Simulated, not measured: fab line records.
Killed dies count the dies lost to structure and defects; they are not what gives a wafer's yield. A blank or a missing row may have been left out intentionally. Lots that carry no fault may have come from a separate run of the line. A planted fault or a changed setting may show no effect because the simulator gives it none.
What tool caused it? + flow n5Finfet + 10 lots with 30 wafers sampled at 5 steps, on a route of 1938 steps

## WHAT THE GAUGES SHOWED, per wafer
N5_BEOL_M4_RC_MEAS_101.
| lot  | measured     | on        | DIBL_N (mV/V)  | DIBL_P (mV/V)  | IOFF_N (nA/um)    | IOFF_P (nA/um)    | ION_N (uA/um) | ION_P (uA/um) | RC_DENSE_N (ohm.um) | SS_N (mV/dec)  | SS_P (mV/dec)  | VT_N (mV)   | VT_P (mV)            |
|------|--------------|-----------|----------------|----------------|-------------------|-------------------|---------------|---------------|---------------------|----------------|----------------|-------------|----------------------|
| L134 | day 9 10:19  | prober-01 | 36.4 34.4 35.7 | 38.4 36.0 37.3 | 0.172 0.147 0.159 | 0.220 0.183 0.201 | 680 676 680   | 464 466 463   | 18.3 18.4 18.5      | 71.4 71.8 71.4 | 73.1 73.3 73.2 | 248 251 252 | -247.6 -254.1 -251.3 |
| L135 | day 10 06:00 | prober-02 | 34.5 35.7 35.5 | 34.8 36.9 37.1 | 0.139 0.163 0.166 | 0.180 0.217 0.213 | 663 672 678   | 453 459 462   | 18.2 18.5 18.6      | 71.0 71.0 71.6 | 72.3 73.5 73.3 | 252 248 248 | -248.9 -248.0 -248.4 |
| L137 | day 10 05:55 | prober-01 | 34.3 34.1 35.5 | 35.6 34.4 36.1 | 0.126 0.120 0.141 | 0.196 0.192 0.218 | 674 677 673   | 469 472 472   | 19.6 18.9 19.3      | 70.8 71.4 71.5 | 72.6 72.4 73.1 | 250 254 248 | -251.6 -249.2 -245.6 |
| L138 | day 10 07:53 | prober-01 | 33.9 35.9 34.0 | 35.1 38.1 34.8 | 0.142 0.189 0.141 | 0.200 0.241 0.192 | 676 688 663   | 467 465 462   | 18.7 19.3 19.0      | 71.2 72.3 70.7 | 72.2 73.4 72.0 | 248 245 251 | -251.3 -246.9 -251.6 |
| L139 | day 10 13:27 | prober-02 | 37.7 38.0 36.7 | 35.4 35.8 34.6 | 0.175 0.183 0.151 | 0.232 0.243 0.211 | 686 683 681   | 474 466 470   | 18.0 18.3 18.4      | 71.6 71.3 70.9 | 74.0 73.6 73.6 | 249 248 250 | -249.3 -246.3 -248.6 |
| L140 | day 10 18:31 | prober-02 | 37.4 37.6 37.8 | 37.3 37.7 37.5 | 0.160 0.155 0.163 | 0.195 0.200 0.206 | 667 667 670   | 455 455 464   | 19.1 19.2 19.4      | 71.1 71.7 71.4 | 73.6 73.8 73.9 | 248 253 249 | -254.0 -252.8 -251.3 |
| L141 | day 11 01:58 | prober-01 | 36.7 38.2 35.7 | 39.1 40.0 37.9 | 0.176 0.215 0.169 | 0.239 0.259 0.216 | 683 691 676   | 470 466 460   | 19.3 19.4 19.2      | 72.3 71.8 71.2 | 74.5 73.4 73.3 | 245 243 245 | -248.6 -246.6 -248.6 |
| L148 | day 12 16:17 | prober-01 | 36.2 37.6 37.3 | 33.8 36.6 36.0 | 0.155 0.175 0.173 | 0.191 0.228 0.223 | 680 684 687   | 457 468 465   | 17.6 19.9 19.2      | 71.6 71.5 71.4 | 72.4 73.7 73.1 | 248 249 248 | -249.8 -247.9 -247.1 |
| L152 | day 13 23:07 | prober-02 | 34.7 34.6 33.9 | 36.0 35.4 34.7 | 0.134 0.130 0.116 | 0.192 0.187 0.168 | 678 661 665   | 465 459 456   | 18.6 18.8 18.7      | 71.1 71.7 71.0 | 72.3 72.1 72.4 | 252 251 254 | -251.0 -251.1 -252.2 |
| L155 | day 14 15:42 | prober-02 | 37.2 36.8 35.9 | 38.6 37.0 35.9 | 0.187 0.166 0.152 | 0.259 0.228 0.212 | 685 671 675   | 477 465 467   | 18.9 19.0 19.0      | 72.3 72.1 71.6 | 73.5 74.1 73.8 | 246 248 249 | -249.3 -249.0 -250.1 |

N5_BEOL_M5_THK_MEAS_01.
| lot  | measured     | on           | M5_ILD_THK (nm)   |
|------|--------------|--------------|-------------------|
| L134 | day 9 12:11  | filmMetro-02 | 121.2 123.5 121.6 |
| L135 | day 10 07:32 | filmMetro-01 | 122.3 119.3 122.9 |
| L137 | day 10 07:18 | filmMetro-01 | 118.5 119.3 122.9 |
| L138 | day 10 09:25 | filmMetro-01 | 121.8 121.2 123.0 |
| L139 | day 10 14:42 | filmMetro-02 | 120.8 120.1 121.6 |
| L140 | day 10 19:55 | filmMetro-01 | 120.7 119.8 121.4 |
| L141 | day 11 03:59 | filmMetro-02 | 120.3 118.8 124.0 |
| L148 | day 12 18:22 | filmMetro-01 | 122.3 118.3 123.8 |
| L152 | day 14 00:30 | filmMetro-01 | 119.6 123.7 120.9 |
| L155 | day 14 17:43 | filmMetro-01 | 120.4 119.2 122.0 |

## EACH LOT AND THE TOOL THAT RAN IT (in order: tool; ch and the chambers of the sampled wafers; start)
| lot  | N5_MOL_CONTACT_COAG_ETCH_106      | N5_BEOL_M4_ANNEAL_80        | N5_BEOL_M4_SPUTTER_86       |
|------|-----------------------------------|-----------------------------|-----------------------------|
| L134 | rieDiel-03 ch 0,3, day 4 21:35    | pvdSputter-02, day 9 07:35  | pvdSputter-02, day 9 07:57  |
| L135 | rieDiel-05 ch 1,2,3, day 5 03:42  | pvdSputter-02, day 10 03:26 | pvdSputter-02, day 10 03:48 |
| L137 | rieDiel-05 ch 2,3, day 5 17:03    | pvdSputter-01, day 10 03:12 | pvdSputter-01, day 10 03:34 |
| L138 | rieDiel-03 ch 1,2,3, day 5 23:11  | pvdSputter-01, day 10 05:05 | pvdSputter-01, day 10 05:26 |
| L139 | rieDiel-02 ch 0,1, day 6 06:44    | pvdSputter-01, day 10 10:33 | pvdSputter-01, day 10 10:55 |
| L140 | rieDiel-05 ch 0,1,3, day 6 10:28  | pvdSputter-02, day 10 15:48 | pvdSputter-02, day 10 16:10 |
| L141 | rieDiel-05 ch 1,2,3, day 6 16:23  | pvdSputter-01, day 10 23:24 | pvdSputter-01, day 10 23:46 |
| L148 | rieDiel-05 ch 1,2,3, day 8 10:56  | pvdSputter-02, day 12 13:34 | pvdSputter-02, day 12 13:55 |
| L152 | rieDiel-03 ch 0,2, day 9 10:56    | pvdSputter-03, day 13 20:24 | pvdSputter-03, day 13 20:46 |
| L155 | rieDiel-02 ch 0,1,2, day 10 07:26 | pvdSputter-01, day 14 13:05 | pvdSputter-01, day 14 13:27 |
- N5_MOL_CONTACT_COAG_ETCH_106: etches SOC in N2/H2, target depth 80 nm, overetch 16 nm, time 120 s.
- N5_BEOL_M4_ANNEAL_80: time 240 s.
- N5_BEOL_M4_SPUTTER_86: material Cu, target thk 4.5 nm, time 8.29 s.

## WHAT THE TOOLS THEMSELVES READ (means of the sampled wafers that have a number; where no wafer has one, the mark that the record gives instead)
N5_MOL_CONTACT_COAG_ETCH_106.
| lot  | tool       | drypumpMotorCurrentA (A) | oesProductAu (a.u.) | rfVppV (V) | showerheadPlenumPTorr (Torr) | throttleValvePct (%) |
|------|------------|--------------------------|---------------------|------------|------------------------------|----------------------|
| L134 | rieDiel-03 | 6.3                      | 0.66                | 525.2      | 2.59                         | 17.84                |
| L135 | rieDiel-05 | 5.7                      | 0.72                | 524.6      | 2.58                         | 17.62                |
| L137 | rieDiel-05 | 6.1                      | 0.65                | 526.3      | 2.62                         | 17.67                |
| L138 | rieDiel-03 | 6.2                      | 0.74                | 527.1      | 2.64                         | 17.75                |
| L139 | rieDiel-02 | 5.8                      | 0.72                | 526.0      | 2.59                         | 17.78                |
| L140 | rieDiel-05 | 5.7                      | 0.72                | 524.9      | 2.60                         | 17.78                |
| L141 | rieDiel-05 | 5.8                      | 0.70                | 524.8      | 2.58                         | 17.63                |
| L148 | rieDiel-05 | 5.7                      | 0.69                | 524.7      | 2.57                         | 17.67                |
| L152 | rieDiel-03 | 6.2                      | 0.80                | 526.9      | 2.64                         | 17.70                |
| L155 | rieDiel-02 | 5.8                      | 0.75                | 525.3      | 2.61                         | 17.79                |

N5_BEOL_M4_ANNEAL_80.
| lot  | tool          | heaterPowerW (W) |
|------|---------------|------------------|
| L134 | pvdSputter-02 | 842              |
| L135 | pvdSputter-02 | 816              |
| L137 | pvdSputter-01 | 830              |
| L138 | pvdSputter-01 | 799              |
| L139 | pvdSputter-01 | 748              |
| L140 | pvdSputter-02 | 795              |
| L141 | pvdSputter-01 | 814              |
| L148 | pvdSputter-02 | 817              |
| L152 | pvdSputter-03 | 822              |
| L155 | pvdSputter-01 | 770              |

N5_BEOL_M4_SPUTTER_86.
| lot  | tool          | throttleValvePct (%) |
|------|---------------|----------------------|
| L134 | pvdSputter-02 | 29.8                 |
| L135 | pvdSputter-02 | 29.9                 |
| L137 | pvdSputter-01 | 30.5                 |
| L138 | pvdSputter-01 | 30.4                 |
| L139 | pvdSputter-01 | 30.4                 |
| L140 | pvdSputter-02 | 29.3                 |
| L141 | pvdSputter-01 | 30.5                 |
| L148 | pvdSputter-02 | 29.5                 |
| L152 | pvdSputter-03 | 30.4                 |
| L155 | pvdSputter-01 | 30.5                 |

## THE ANSWER, worked out from the rows above alone
Rule: the lots themselves supply what counts as usual. The widest of any qualifying gaps counts: lots, ordered by their means at a reading, are off when they make up no more than a third of the lots, leave a main group of 4 or more, and stand apart from it by 3 or more times the standard deviation of that group's means. A main group whose means are all the same, to the digits that the tables above print for the reading, isn't used. Also off: a lot with no number at a reading for which 4 or more lots have one. Where the step has rows for the other lots, those lots are counted as sound. After the gauges, taken in route order, come the tools' own readings; for these a lot's mean is taken, as printed above. At the first step where some lot is off, the reading lying furthest off is the one used; lots without a number count as furthest.
Nothing can be told from this: no lot is off at any reading shown.

## WHAT WAS PUT IN BY THE SIMULATOR
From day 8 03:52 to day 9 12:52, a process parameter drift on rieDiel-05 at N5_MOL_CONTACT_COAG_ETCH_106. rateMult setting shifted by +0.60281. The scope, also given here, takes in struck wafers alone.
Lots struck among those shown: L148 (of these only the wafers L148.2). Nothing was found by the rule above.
